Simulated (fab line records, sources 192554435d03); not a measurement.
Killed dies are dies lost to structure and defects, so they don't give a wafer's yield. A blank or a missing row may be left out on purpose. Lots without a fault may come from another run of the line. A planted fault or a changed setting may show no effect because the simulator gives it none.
fab line records | flow n5_finfet
record lots=24 wafers=72 last_day=19
route steps=1938 shown BEOL_M2@908 BEOL_M3@948
lots that met no fault: from a run of the same line without faults
start_h: hours from the record's first day to the start of the lot's first wafer shown | wait_h: hours since the lot's step before | " the same as in the row above | L1.1+2: a row that stands for several wafers | - no value, or no start given | * or withheld: withheld | < > ~ a bound
route shown NAME@n: a module of which the file shows steps, and the number in the route of the first | usual: mean/standard deviation of fault-free wafers | same: alike in all rows | chamber/n: place in a boat | sites: the reading at each site | _std_site: their standard deviation | _edge_site: outer sites' mean less inner sites' | radius_mm: how far each site lies from the wafer's centre | mask NAME#n: copy n | behind: the tool/chamber that last shaped the wafer | hold: why the lot was held/for how many hours/how that ended | device: the transistor (n, p or np) that didn't switch | end of line: the same wafers' tests at the end of the route | a step without rows: its recipe alone | killed: dies lost to structure and defects at the first sort, not the wafer's yield | map: a wafer's dies, x killed, . not, _ none there
set.NAME: the setting as run; set.NAME@STEP: as run at that earlier step | model.NAME: the simulator's own value behind a step, which no gauge read
steps of the route over a sample of lots; a table a step, a row a wafer
services: from which hour (start_h, from the record's first day; less than 0 if before it) a tool's chamber was out of use, for how many hours, and why
## steps
# step N5_BEOL_M2_SPUTTER_81
# recipe material=Cu target_thk_a=45 temp_c=-20 chamber_pressure_pa=0.07 power_w=withheld time_s=8.29
# usual throttle_valve_pct=30.3/1.2
# columns lot.wafer tool chamber start_h wait_h throttle_valve_pct
L074.2 pvd_sputter-01 - 145.70 0.1 30.2
L074.3 " - " " 31.2
L074.6 " - " " 29.9
L076.2 pvd_sputter-01 - 148.92 0.1 30.9
L076.5 " - " " 31.0
L076.6 " - " " 30.1
L075.1 pvd_sputter-02 - 150.73 0.1 28.9
L075.2 " - " " 29.2
L075.5 " - " " 28.8
L077.1 pvd_sputter-02 - 157.74 0.1 29.1
L077.5 " - " " 29.1
L077.6 " - " " 28.5
L078.1 pvd_sputter-03 - 158.04 0.1 30.5
L078.3 " - " " 30.8
L078.6 " - " " 30.6
L079.3 pvd_sputter-01 - 176.76 0.1 31.7
L079.4 " - " " 31.4
L079.6 " - " " 31.4
L080.3 pvd_sputter-01 - 186.20 0.1 31.4
L080.4 " - " " 29.8
L080.5 " - " " 31.4
L081.2 pvd_sputter-02 - 187.63 0.1 28.5
L081.4 " - " " 29.1
L081.5 " - " " 29.6
L082.1 pvd_sputter-01 - 188.04 0.1 31.2
L082.2 " - " " 31.4
L082.5 " - " " 31.2
L083.3 pvd_sputter-01 - 201.84 0.1 31.0
L083.5 " - " " 31.3
L083.6 " - " " 31.3
L085.3 pvd_sputter-01 - 203.68 0.1 31.2
L085.4 " - " " 31.4
L085.5 " - " " 29.7
L084.2 pvd_sputter-02 - 205.16 0.1 29.6
L084.4 " - " " 29.0
L084.6 " - " " 29.5
L087.1 pvd_sputter-03 - 232.67 0.1 32.8
L087.2 " - " " 30.5
L087.3 " - " " 29.1
L086.3 pvd_sputter-03 - 238.12 0.1 30.7
L086.4 " - " " 29.5
L086.6 " - " " 32.8
L089.1 pvd_sputter-02 - 240.60 0.1 29.1
L089.2 " - " " 28.7
L089.3 " - " " 29.5
L088.1 pvd_sputter-01 - 246.01 0.1 29.9
L088.4 " - " " 31.2
L088.6 " - " " 31.2
L090.3 pvd_sputter-02 - 249.29 0.1 28.9
L090.4 " - " " 29.0
L090.6 " - " " 29.6
L094.2 pvd_sputter-02 - 273.08 0.1 28.7
L094.3 " - " " 29.2
L094.6 " - " " 29.1
L091.2 pvd_sputter-03 - 275.04 0.1 30.9
L091.4 " - " " 29.2
L091.6 " - " " 30.9
L095.2 pvd_sputter-03 - 276.92 0.1 32.6
L095.3 " - " " 31.0
L095.4 " - " " 30.4
L093.1 pvd_sputter-02 - 277.37 2.5 29.5
L093.5 " - " " 28.9
L093.6 " - " " 29.2
L092.4 pvd_sputter-03 - 278.80 0.1 29.6
L092.5 " - " " 32.9
L092.6 " - " " 29.6
L096.1 pvd_sputter-02 - 279.89 0.1 29.4
L096.3 " - " " 29.4
L096.5 " - " " 29.4
L097.1 pvd_sputter-03 - 298.72 0.1 32.7
L097.2 " - " " 29.2
L097.3 " - " " 30.2
# step N5_BEOL_M2_ANNEAL_91
# recipe temp_c=400 time_s=240 ambient=vacuum
# usual heater_power_w=834/75
# columns lot.wafer tool chamber start_h wait_h heater_power_w
L074.2 pvd_sputter-01 - 146.44 0.0 863
L074.3 " - " " 941
L074.6 " - " " 862
L076.2 pvd_sputter-01 - 149.66 0.0 882
L076.5 " - " " 962
L076.6 " - " " 867
L075.1 pvd_sputter-02 - 151.47 0.0 803
L075.2 " - " " 916
L075.5 " - " " 829
L077.1 pvd_sputter-02 - 158.48 0.0 821
L077.5 " - " " 828
L077.6 " - " " 808
L078.1 pvd_sputter-03 - 158.86 0.1 821
L078.3 " - " " 739
L078.6 " - " " 817
L079.3 pvd_sputter-01 - 177.50 0.0 708
L079.4 " - " " 888
L079.6 " - " " 924
L080.3 pvd_sputter-01 - 186.94 0.0 854
L080.4 " - " " 884
L080.5 " - " " 702
L081.2 pvd_sputter-02 - 188.37 0.0 811
L081.4 " - " " 783
L081.5 " - " " 886
L082.1 pvd_sputter-01 - 188.78 0.0 696
L082.2 " - " " 889
L082.5 " - " " 874
L083.3 pvd_sputter-01 - 202.58 0.0 878
L083.5 " - " " 859
L083.6 " - " " 698
L085.3 pvd_sputter-01 - 204.42 0.0 882
L085.4 " - " " 706
L085.5 " - " " 845
L084.2 pvd_sputter-02 - 205.90 0.0 898
L084.4 " - " " 821
L084.6 " - " " 785
L087.1 pvd_sputter-03 - 233.41 0.0 948
L087.2 " - " " 843
L087.3 " - " " 756
L086.3 pvd_sputter-03 - 238.86 0.0 823
L086.4 " - " " 730
L086.6 " - " " 961
L089.1 pvd_sputter-02 - 241.34 0.0 824
L089.2 " - " " 826
L089.3 " - " " 917
L088.1 pvd_sputter-01 - 246.75 0.0 837
L088.4 " - " " 700
L088.6 " - " " 844
L090.3 pvd_sputter-02 - 250.03 0.0 809
L090.4 " - " " 817
L090.6 " - " " 940
L094.2 pvd_sputter-02 - 273.82 0.0 810
L094.3 " - " " 775
L094.6 " - " " 815
L091.2 pvd_sputter-03 - 275.78 0.0 763
L091.4 " - " " 749
L091.6 " - " " 746
L095.2 pvd_sputter-03 - 277.66 0.0 962
L095.3 " - " " 733
L095.4 " - " " 826
L093.1 pvd_sputter-02 - 278.11 0.0 794
L093.5 " - " " 820
L093.6 " - " " 812
L092.4 pvd_sputter-03 - 279.54 0.0 741
L092.5 " - " " 989
L092.6 " - " " 732
L096.1 pvd_sputter-02 - 280.63 0.0 923
L096.3 " - " " 801
L096.5 " - " " 912
L097.1 pvd_sputter-03 - 299.46 0.0 970
L097.2 " - " " 730
L097.3 " - " " 839
# step N5_BEOL_M3_ETCH_74
# recipe chemistry=N2/H2 target=underlayer target_depth_a=65 mask_material=CAR-EUV time_s=5.2 ion_energy_ev=200 pressure_mtorr=30 source_w=840 bias_w=150 n2_flow_sccm=200 h2_flow_sccm=200 ends=cleared
# usual drypump_motor_current_A=5.9/0.56 etch_rf_on_time_s=5.15/0.11 oes_product_au=0.68/0.079 rf_vpp_V=523.9/2.6 showerhead_plenum_p_Torr=2.54/0.08 throttle_valve_pct=17.8/0.3
# columns lot.wafer tool chamber start_h wait_h drypump_motor_current_A etch_rf_on_time_s oes_product_au rf_hours_counter_h rf_vpp_V showerhead_plenum_p_Torr throttle_valve_pct
L074.2 rie_diel-03 3 152.07 0.0 6.7 4.92 0.80 10 526.1 2.60 17.5
L074.3 " 1 " " 6.0 5.17 0.64 160 527.6 2.64 18.3
L074.6 " 3 " " 6.7 4.94 0.81 - 524.3 2.60 17.5
L076.2 rie_diel-03 2 152.74 0.0 5.8 5.13 0.64 136 522.6 2.56 17.7
L076.5 " 1 " " 6.1 5.19 0.63 - 527.6 2.64 18.3
L076.6 " 0 " " 4.9 5.17 0.67 - 525.9 2.55 17.5
L075.1 rie_diel-01 2 156.64 0.0 5.7 5.20 0.75 31 525.4 2.61 17.8
L075.2 " 1 " " 5.8 5.01 0.79 25 528.7 2.70 17.3
L075.5 " 1 " " 5.8 4.98 0.80 - 528.0 2.70 17.3
L077.1 rie_diel-03 1 162.11 0.0 6.1 5.24 0.62 164 526.8 2.64 18.3
L077.5 " 2 " " 5.8 5.18 0.63 - 524.0 2.55 17.7
L077.6 " 3 " " 6.6 5.00 0.79 - 526.3 2.60 17.5
L078.1 rie_diel-02 1 162.45 0.0 5.2 5.24 0.60 214 521.5 2.41 18.2
L078.3 " 3 " " 6.2 5.25 0.59 216 519.5 2.42 18.1
L078.6 " 1 " " 5.2 5.23 0.59 - 520.3 2.41 18.2
L079.3 rie_diel-01 1 180.62 0.0 5.7 5.02 0.78 33 529.0 2.70 17.4
L079.4 " 1 " " 5.8 5.02 0.77 - 529.2 2.70 17.4
L079.6 " 0 " " 6.4 5.20 0.70 - 524.3 2.56 17.6
L080.3 rie_diel-03 3 190.30 0.0 6.7 4.92 0.80 24 524.4 2.60 17.5
L080.4 " 2 " " 5.8 5.15 0.63 144 522.9 2.55 17.8
L080.5 " 2 " " 5.8 5.15 0.63 - 523.3 2.55 17.7
L081.2 rie_diel-03 0 193.05 0.0 4.9 5.13 0.67 141 524.5 2.54 17.6
L081.4 " 3 " " 6.6 4.92 0.79 24 525.6 2.59 17.5
L081.5 " 2 " " 5.8 5.19 0.64 - 525.3 2.55 17.7
L082.1 rie_diel-03 1 193.27 0.0 6.1 5.17 0.62 173 524.9 2.64 18.3
L082.2 " 3 " " 6.7 4.93 0.79 24 525.0 2.59 17.5
L082.5 " 2 " " 5.8 5.16 0.63 - 523.5 2.55 17.7
L083.3 rie_diel-02 3 205.65 0.0 6.2 5.19 0.58 226 518.7 2.42 18.1
L083.5 " 2 " " 6.4 5.12 0.81 - 523.9 2.49 17.8
L083.6 " 3 " " 6.2 5.25 0.58 - 520.1 2.42 18.1
L085.3 rie_diel-03 1 207.15 0.0 6.0 5.16 0.61 178 526.3 2.63 18.3
L085.4 " 3 " " 6.6 4.96 0.77 29 522.7 2.59 17.6
L085.5 " 0 " " 4.9 5.19 0.66 - 524.7 2.54 17.6
L084.2 rie_diel-03 2 210.33 0.0 5.8 5.15 0.63 150 524.0 2.55 17.8
L084.4 " 0 " " 4.9 5.20 0.65 146 524.9 2.54 17.6
L084.6 " 1 " " 6.1 5.17 0.62 - 526.2 2.63 18.3
L087.1 rie_diel-03 2 236.76 0.0 5.8 5.21 0.61 160 521.9 2.55 17.8
L087.2 " 3 " " 6.6 5.02 0.76 40 526.9 2.59 17.6
L087.3 " 0 " " 4.9 5.22 0.65 156 524.0 2.53 17.6
L086.3 rie_diel-02 3 243.02 0.0 6.2 5.29 0.58 232 523.2 2.42 18.1
L086.4 " 1 " " 5.2 5.26 0.60 232 519.4 2.41 18.2
L086.6 " 3 " " 6.2 5.33 0.57 - 518.9 2.42 18.1
L089.1 rie_diel-02 0 244.61 0.0 5.6 5.00 0.77 30 522.1 2.48 17.6
L089.2 " 2 " " 6.4 5.14 0.80 15 521.9 2.49 17.8
L089.3 " 1 " " 5.2 5.21 0.60 233 520.4 2.41 18.2
L088.1 rie_diel-01 2 251.39 0.0 5.7 5.10 0.72 65 526.2 2.60 17.8
L088.4 " 1 " " 5.8 4.88 0.75 59 527.6 2.69 17.4
L088.6 " 2 " " 5.7 5.05 0.71 - 527.3 2.60 17.9
L090.3 rie_diel-03 2 252.53 0.0 5.8 5.19 0.61 166 523.2 2.54 17.8
L090.4 " 0 " " 4.9 5.14 0.65 163 523.4 2.53 17.6
L090.6 " 1 " " 6.0 5.21 0.60 - 527.1 2.63 18.3
L094.2 rie_diel-02 1 281.14 0.0 5.2 5.27 0.58 241 518.2 2.40 18.2
L094.3 " 2 " " 6.4 5.18 0.78 27 523.8 2.48 17.8
L094.6 " 3 " " 6.2 5.25 0.56 - 518.5 2.41 18.1
L091.2 rie_diel-02 3 281.74 0.0 6.2 5.26 0.57 245 517.8 2.41 18.1
L091.4 " 1 " " 5.2 5.24 0.59 - 520.5 2.40 18.2
L091.6 " 2 " " 6.4 5.17 0.78 - 525.7 2.48 17.8
L095.2 rie_diel-01 2 281.96 0.0 5.7 5.16 0.70 73 523.6 2.60 17.9
L095.3 " 1 " " 5.8 5.02 0.73 66 528.7 2.69 17.4
L095.4 " 3 " " 5.4 5.06 0.78 27 524.3 2.47 17.3
L093.1 rie_diel-02 1 282.13 0.0 5.2 5.28 0.57 241 518.7 2.40 18.2
L093.5 " 3 " " 6.2 5.34 0.56 - 518.9 2.41 18.2
L093.6 " 1 " " 5.2 5.32 0.58 - 519.7 2.40 18.2
L092.4 rie_diel-03 2 282.98 0.0 5.8 5.22 0.61 176 522.4 2.54 17.8
L092.5 " 0 " " 4.9 5.15 0.65 - 520.2 2.53 17.6
L092.6 " 3 " " 6.6 5.08 0.73 - 526.2 2.58 17.5
L096.1 rie_diel-03 3 284.40 0.0 6.6 5.00 0.73 56 524.3 2.58 17.6
L096.3 " 0 " " 4.9 5.15 0.65 172 522.9 2.53 17.6
L096.5 " 0 " " 4.9 5.17 0.64 - 524.1 2.53 17.6
L097.1 rie_diel-03 3 302.03 0.0 6.7 5.00 0.74 60 524.3 2.58 17.6
L097.2 " 2 " " 5.8 5.25 0.60 181 526.0 2.54 17.8
L097.3 " 1 " " 6.1 5.27 0.61 209 524.9 2.62 18.4
# step N5_BEOL_M3_ETCH_69
# recipe chemistry=CF4 target=SiARC target_depth_a=156 mask_material=CAR-EUV time_s=26 ion_energy_ev=80 pressure_mtorr=40 source_w=545 bias_w=36 Ar_flow_sccm=100 cf4_flow_sccm=100 ends=cleared
# usual drypump_motor_current_A=5.8/0.48 etch_rf_on_time_s=25.6/0.52 oes_product_au=0.70/0.079 rf_vpp_V=184.0/1.2 showerhead_plenum_p_Torr=2.14/0.066 throttle_valve_pct=15.48/0.29
# columns lot.wafer tool chamber start_h wait_h drypump_motor_current_A etch_rf_on_time_s oes_product_au rf_hours_counter_h rf_vpp_V showerhead_plenum_p_Torr throttle_valve_pct
L074.2 rie_diel-03 2 153.17 0.0 5.8 25.7 0.64 137 184.2 2.15 15.49
L074.3 " 3 " " 6.6 24.6 0.82 10 183.0 2.19 15.26
L074.6 " 2 " " 5.8 25.8 0.64 - 184.9 2.15 15.47
L076.2 rie_diel-01 2 153.64 0.0 5.7 26.3 0.74 30 185.2 2.18 15.41
L076.5 " 2 " " 5.7 25.9 0.74 - 184.0 2.18 15.42
L076.6 " 1 " " 5.8 25.1 0.80 - 186.0 2.27 15.02
L075.1 rie_diel-01 2 158.05 0.0 5.7 26.0 0.74 32 182.6 2.18 15.40
L075.2 " 1 " " 5.8 24.9 0.80 26 186.3 2.27 15.04
L075.5 " 2 " " 5.7 25.7 0.74 - 185.1 2.18 15.41
L077.1 rie_diel-02 3 162.99 0.0 6.2 26.7 0.59 216 182.9 2.04 15.75
L077.5 " 0 " " 5.6 25.2 0.80 - 184.1 2.09 15.32
L077.6 " 1 " " 5.2 26.5 0.59 - 183.5 2.04 15.96
L078.1 rie_diel-02 0 163.46 0.0 5.6 25.1 0.81 13 183.4 2.09 15.32
L078.3 " 3 " " 6.2 26.4 0.58 216 183.1 2.04 15.76
L078.6 " 1 " " 5.2 26.2 0.60 - 183.4 2.04 15.96
L079.3 rie_diel-03 2 181.65 0.0 5.8 26.1 0.64 142 184.7 2.15 15.48
L079.4 " 3 " " 6.6 24.7 0.79 20 185.3 2.18 15.27
L079.6 " 3 " " 6.6 24.7 0.79 - 184.0 2.19 15.27
L080.3 rie_diel-01 0 191.19 0.0 6.4 25.8 0.70 107 185.4 2.15 15.41
L080.4 " 2 " " 5.7 26.0 0.72 44 186.2 2.17 15.44
L080.5 " 3 " " 5.4 25.7 0.85 - 184.5 2.12 15.17
L081.2 rie_diel-03 2 194.06 0.0 5.8 25.7 0.64 145 183.7 2.15 15.50
L081.4 " 0 " " 4.9 26.0 0.67 141 185.1 2.15 15.35
L081.5 " 1 " " 6.0 25.6 0.63 - 185.1 2.22 16.05
L082.1 rie_diel-01 1 194.29 0.0 5.8 24.9 0.77 39 186.7 2.26 15.06
L082.2 " 2 " " 5.7 25.7 0.73 45 184.3 2.17 15.42
L082.5 " 2 " " 5.7 25.9 0.73 - 184.0 2.17 15.45
L083.3 rie_diel-01 3 206.67 0.0 5.4 25.4 0.83 5 185.0 2.11 15.17
L083.5 " 0 " " 6.4 25.5 0.70 - 184.4 2.15 15.40
L083.6 " 3 " " 5.4 25.4 0.82 - 183.9 2.11 15.15
L085.3 rie_diel-01 0 208.03 0.0 6.5 25.8 0.70 112 184.4 2.15 15.40
L085.4 " 2 " " 5.7 26.0 0.72 49 183.8 2.17 15.43
L085.5 " 1 " " 5.8 24.8 0.77 - 186.1 2.26 15.06
L084.2 rie_diel-01 2 211.21 0.0 5.7 25.7 0.72 50 183.5 2.17 15.46
L084.4 " 0 " " 6.5 25.8 0.70 113 184.5 2.15 15.40
L084.6 " 0 " " 6.5 25.9 0.69 - 182.1 2.15 15.41
L087.1 rie_diel-03 2 238.11 0.0 5.8 25.7 0.62 161 183.8 2.14 15.53
L087.2 " 0 " " 4.9 26.1 0.65 157 184.2 2.14 15.41
L087.3 " 3 " " 6.7 24.8 0.75 40 184.6 2.18 15.32
L086.3 rie_diel-03 2 244.25 0.0 5.8 26.1 0.62 163 184.9 2.14 15.54
L086.4 " 3 " " 6.7 24.8 0.75 43 183.0 2.18 15.32
L086.6 " 0 " " 4.9 25.8 0.65 - 184.6 2.14 15.40
L089.1 rie_diel-01 2 245.50 0.0 5.7 26.1 0.70 63 184.5 2.17 15.49
L089.2 " 0 " " 6.4 26.1 0.68 125 183.9 2.15 15.42
L089.3 " 3 " " 5.4 25.6 0.78 17 182.7 2.11 15.20
L088.1 rie_diel-02 0 252.40 0.0 5.6 24.8 0.77 32 183.5 2.09 15.36
L088.4 " 2 " " 6.4 25.5 0.79 17 183.0 2.10 15.61
L088.6 " 1 " " 5.2 25.9 0.59 - 181.5 2.04 15.99
L090.3 rie_diel-02 1 253.61 0.0 5.2 26.0 0.59 235 183.2 2.04 15.98
L090.4 " 2 " " 6.4 25.5 0.79 18 184.0 2.10 15.60
L090.6 " 0 " " 5.6 24.8 0.77 - 183.5 2.09 15.36
L094.2 rie_diel-02 2 282.03 0.0 6.4 25.6 0.77 27 182.8 2.10 15.63
L094.3 " 1 " " 5.2 25.9 0.58 241 183.1 2.04 16.00
L094.6 " 3 " " 6.2 26.5 0.57 - 181.9 2.03 15.81
L091.2 rie_diel-03 3 282.62 0.0 6.6 25.0 0.74 55 185.3 2.17 15.35
L091.4 " 2 " " 5.8 25.8 0.61 176 184.7 2.14 15.56
L091.6 " 0 " " 4.9 25.7 0.65 - 183.0 2.14 15.43
L095.2 rie_diel-02 2 283.01 0.0 6.4 25.6 0.78 27 183.9 2.10 15.61
L095.3 " 1 " " 5.2 25.8 0.58 241 183.7 2.04 16.02
L095.4 " 3 " " 6.2 26.5 0.57 246 182.4 2.03 15.81
L093.1 rie_diel-01 0 283.06 0.0 6.4 25.8 0.67 135 185.9 2.14 15.48
L093.5 " 3 " " 5.4 25.2 0.78 - 183.5 2.11 15.21
L093.6 " 0 " " 6.5 26.0 0.68 - 183.5 2.14 15.46
L092.4 rie_diel-01 0 283.87 0.0 6.5 25.4 0.68 135 183.2 2.14 15.47
L092.5 " 2 " " 5.7 25.5 0.70 - 182.9 2.17 15.50
L092.6 " 3 " " 5.4 25.2 0.77 - 182.5 2.11 15.23
L096.1 rie_diel-02 1 285.42 0.0 5.2 26.2 0.58 242 182.7 2.04 15.99
L096.3 " 0 " " 5.6 25.1 0.75 42 182.1 2.09 15.38
L096.5 " 1 " " 5.2 26.1 0.58 - 182.4 2.04 16.02
L097.1 rie_diel-01 0 303.05 0.0 6.5 26.3 0.66 142 183.9 2.14 15.47
L097.2 " 1 " " 5.8 25.0 0.74 73 186.0 2.25 15.13
L097.3 " 2 " " 5.7 26.1 0.69 74 184.6 2.16 15.51
# step N5_BEOL_M3_ETCH_70
# recipe chemistry=N2/H2 target=SOC target_depth_a=800 overetch_a=160 mask_material=SiARC temp_c=40 time_s=120 ion_energy_ev=200 pressure_mtorr=30 source_w=840 bias_w=150 n2_flow_sccm=200 h2_flow_sccm=200
# usual drypump_motor_current_A=5.8/0.51 oes_product_au=0.62/0.068 rf_vpp_V=523.3/2.4 showerhead_plenum_p_Torr=2.52/0.083 throttle_valve_pct=17.7/0.32
# columns lot.wafer tool chamber start_h wait_h drypump_motor_current_A oes_product_au rf_hours_counter_h rf_vpp_V showerhead_plenum_p_Torr throttle_valve_pct
L074.2 rie_diel-02 0 155.89 0.0 5.7 0.72 9 523.7 2.49 17.5
L074.3 " 3 " " 6.2 0.54 213 520.5 2.42 18.1
L074.6 " 1 " " 5.2 0.54 - 521.5 2.41 18.1
L076.2 rie_diel-01 0 166.02 0.0 6.4 0.63 96 522.2 2.57 17.6
L076.5 " 2 " " 5.7 0.67 - 525.1 2.61 17.7
L076.6 " 3 " " 5.4 0.52 - 523.4 2.48 17.7
L075.1 rie_diel-02 0 171.12 0.0 5.6 0.71 13 524.5 2.49 17.5
L075.2 " 3 " " 6.2 0.53 217 519.3 2.42 18.1
L075.5 " 3 " " 6.2 0.53 - 519.7 2.42 18.1
L077.1 rie_diel-02 3 175.50 0.0 6.2 0.53 218 521.2 2.42 18.1
L077.5 " 1 " " 5.2 0.55 - 520.4 2.41 18.2
L077.6 " 3 " " 6.2 0.53 - 520.3 2.42 18.1
L078.1 rie_diel-02 1 177.28 0.0 5.2 0.54 217 518.7 2.41 18.1
L078.3 " 2 " " 6.4 0.76 0 524.2 2.49 17.7
L078.6 " 3 " " 6.2 0.54 - 520.0 2.42 18.1
L079.3 rie_diel-03 3 182.90 0.0 6.6 0.69 21 524.9 2.60 17.5
L079.4 " 1 " " 6.0 0.56 170 525.3 2.64 18.3
L079.6 " 0 " " 4.9 0.60 - 525.1 2.54 17.6
L080.3 rie_diel-02 2 196.53 0.0 6.4 0.73 6 523.3 2.49 17.7
L080.4 " 3 " " 6.2 0.53 224 520.9 2.42 18.1
L080.5 " 2 " " 6.4 0.72 - 522.0 2.49 17.7
L081.2 rie_diel-03 3 196.67 0.0 6.7 0.68 25 525.1 2.59 17.5
L081.4 " 1 " " 6.1 0.56 174 526.9 2.64 18.3
L081.5 " 3 " " 6.6 0.68 - 526.0 2.59 17.5
L082.1 rie_diel-03 1 198.17 0.0 6.0 0.55 174 525.6 2.64 18.3
L082.2 " 0 " " 4.9 0.59 142 524.2 2.54 17.5
L082.5 " 2 " " 5.8 0.57 - 525.2 2.55 17.7
L083.3 rie_diel-02 1 209.05 0.0 5.2 0.54 225 518.6 2.41 18.2
L083.5 " 2 " " 6.4 0.72 - 521.9 2.49 17.7
L083.6 " 1 " " 5.2 0.54 - 519.5 2.41 18.2
L085.3 rie_diel-01 1 209.52 0.0 5.7 0.67 44 529.0 2.70 17.3
L085.4 " 3 " " 5.3 0.73 6 524.7 2.48 17.2
L085.5 " 3 " " 5.4 0.72 - 523.2 2.48 17.2
L084.2 rie_diel-02 0 214.66 0.0 5.6 0.69 25 522.3 2.48 17.6
L084.4 " 1 " " 5.2 0.54 227 518.0 2.41 18.2
L084.6 " 1 " " 5.2 0.53 - 520.6 2.41 18.2
L087.1 rie_diel-01 2 238.35 0.0 5.7 0.63 60 525.6 2.60 17.8
L087.2 " 3 " " 5.4 0.70 15 523.6 2.48 17.2
L087.3 " 0 " " 6.5 0.62 123 523.6 2.55 17.6
L086.3 rie_diel-03 0 247.30 0.0 4.9 0.59 161 523.9 2.53 17.6
L086.4 " 2 " " 5.8 0.55 164 523.2 2.54 17.7
L086.6 " 1 " " 6.1 0.55 - 526.3 2.63 18.3
L089.1 rie_diel-01 0 247.35 0.0 6.4 0.61 126 522.4 2.55 17.6
L089.2 " 3 " " 5.4 0.70 17 522.5 2.48 17.2
L089.3 " 2 " " 5.7 0.63 64 525.5 2.60 17.8
L088.1 rie_diel-01 2 252.65 0.0 5.7 0.62 65 524.0 2.60 17.8
L088.4 " 1 " " 5.8 0.65 59 528.0 2.69 17.3
L088.6 " 0 " " 6.5 0.61 - 524.7 2.55 17.6
L090.3 rie_diel-01 3 253.85 0.0 5.3 0.69 19 522.0 2.48 17.2
L090.4 " 2 " " 5.7 0.62 66 526.6 2.60 17.8
L090.6 " 3 " " 5.4 0.69 - 522.1 2.48 17.2
L091.2 rie_diel-01 1 291.59 0.0 5.7 0.64 69 526.6 2.68 17.4
L091.4 " 0 " " 6.5 0.60 - 522.5 2.55 17.6
L091.6 " 1 " " 5.7 0.64 - 526.9 2.68 17.4
L093.1 rie_diel-02 2 292.73 0.0 6.4 0.69 29 522.8 2.48 17.8
L093.5 " 2 " " 6.4 0.68 - 522.1 2.48 17.8
L093.6 " 3 " " 6.2 0.52 - 521.0 2.41 18.1
L094.2 rie_diel-01 0 297.26 0.0 6.4 0.60 140 523.6 2.55 17.6
L094.3 " 1 " " 5.7 0.64 71 529.5 2.68 17.4
L094.6 " 3 " " 5.3 0.67 - 522.9 2.47 17.2
L095.2 rie_diel-02 2 300.47 0.0 6.4 0.68 32 521.8 2.48 17.8
L095.3 " 1 " " 5.2 0.52 246 517.6 2.40 18.2
L095.4 " 2 " " 6.4 0.68 - 522.6 2.48 17.8
L092.4 rie_diel-01 1 303.40 0.0 5.7 0.64 73 527.8 2.68 17.4
L092.5 " 3 " " 5.4 0.68 - 522.4 2.47 17.2
L092.6 " 2 " " 5.7 0.62 - 525.4 2.60 17.8
L096.1 rie_diel-03 1 303.58 0.0 6.1 0.54 210 524.5 2.62 18.3
L096.3 " 2 " " 5.7 0.55 182 523.3 2.54 17.8
L096.5 " 3 " " 6.6 0.63 - 524.1 2.58 17.6
L097.1 rie_diel-03 0 308.41 0.0 4.9 0.57 179 523.4 2.52 17.6
L097.2 " 1 " " 6.1 0.53 212 526.6 2.62 18.3
L097.3 " 2 " " 5.8 0.54 184 524.5 2.54 17.8
# step N5_BEOL_M3_ANNEAL_49
# recipe temp_c=400 time_s=240 ambient=vacuum
# usual heater_power_w=832/76
# columns lot.wafer tool chamber start_h wait_h heater_power_w
L074.2 pvd_sputter-02 - 159.22 0.0 829
L074.3 " - " " 928
L074.6 " - " " 807
L076.2 pvd_sputter-03 - 169.10 0.0 830
L076.5 " - " " 975
L076.6 " - " " 811
L075.1 pvd_sputter-03 - 172.46 0.0 735
L075.2 " - " " 831
L075.5 " - " " 960
L077.1 pvd_sputter-03 - 177.38 0.0 820
L077.5 " - " " 753
L077.6 " - " " 841
L078.1 pvd_sputter-01 - 179.34 0.0 901
L078.3 " - " " 852
L078.6 " - " " 867
L079.3 pvd_sputter-02 - 184.61 0.0 812
L079.4 " - " " 795
L079.6 " - " " 807
L080.3 pvd_sputter-01 - 198.20 0.0 834
L080.4 " - " " 868
L080.5 " - " " 883
L081.2 pvd_sputter-02 - 198.56 0.0 903
L081.4 " - " " 818
L081.5 " - " " 808
L082.1 pvd_sputter-02 - 201.14 0.0 797
L082.2 " - " " 829
L082.5 " - " " 808
L083.3 pvd_sputter-01 - 210.61 0.0 926
L083.5 " - " " 862
L083.6 " - " " 946
L085.3 pvd_sputter-01 - 212.45 0.0 856
L085.4 " - " " 854
L085.5 " - " " 854
L084.2 pvd_sputter-03 - 216.36 0.0 714
L084.4 " - " " 938
L084.6 " - " " 958
L087.1 pvd_sputter-01 - 239.99 0.0 857
L087.2 " - " " 700
L087.3 " - " " 871
L086.3 pvd_sputter-03 - 248.95 0.0 972
L086.4 " - " " 767
L086.6 " - " " 754
L089.1 pvd_sputter-01 - 249.23 0.0 933
L089.2 " - " " 702
L089.3 " - " " 859
L088.1 pvd_sputter-03 - 254.11 0.0 739
L088.4 " - " " 927
L088.6 " - " " 738
L090.3 pvd_sputter-01 - 255.07 0.0 712
L090.4 " - " " 939
L090.6 " - " " 836
L091.2 pvd_sputter-02 - 293.45 0.0 802
L091.4 " - " " 786
L091.6 " - " " 896
L093.1 pvd_sputter-02 - 295.37 0.0 831
L093.5 " - " " 804
L093.6 " - " " 807
L094.2 pvd_sputter-02 - 299.18 0.0 838
L094.3 " - " " 918
L094.6 " - " " 893
L095.2 pvd_sputter-01 - 301.93 0.0 693
L095.3 " - " " 867
L095.4 " - " " 883
L092.4 pvd_sputter-03 - 304.96 0.0 748
L092.5 " - " " 837
L092.6 " - " " 743
L096.1 pvd_sputter-03 - 307.10 0.0 755
L096.3 " - " " 845
L096.5 " - " " 758
L097.1 pvd_sputter-01 - 311.53 0.0 855
L097.2 " - " " 871
L097.3 " - " " 693
## services
# columns tool chamber start_h hours kind
rie_diel-02 2 152.47 - clean
rie_diel-02 2 152.47 - consumable_replace:focus_ring
rie_diel-03 2 170.50 10.6 repair
rie_diel-01 3 172.28 - clean
rie_diel-01 3 172.28 - consumable_replace:focus_ring
rie_diel-01 3 172.28 17.3 scheduled_down
rie_diel-01 3 172.28 17.3 vent_cycle
rie_diel-02 - 186.52 0.8 repair
pvd_sputter-02 - 189.66 6.6 repair
rie_diel-01 3 216.72 5.4 repair
rie_diel-02 - 226.79 14.6 pm
rie_diel-02 0 275.91 6.9 repair
rie_diel-01 2 285.53 14.8 repair
pvd_sputter-03 - 294.50 0.8 repair
rie_diel-02 3 302.17 - clean
rie_diel-02 3 302.17 - consumable_replace:focus_ring
rie_diel-02 3 302.17 - consumable_replace:showerhead
rie_diel-02 3 302.17 17.7 scheduled_down
rie_diel-02 3 302.17 17.7 vent_cycle
## key
fault none
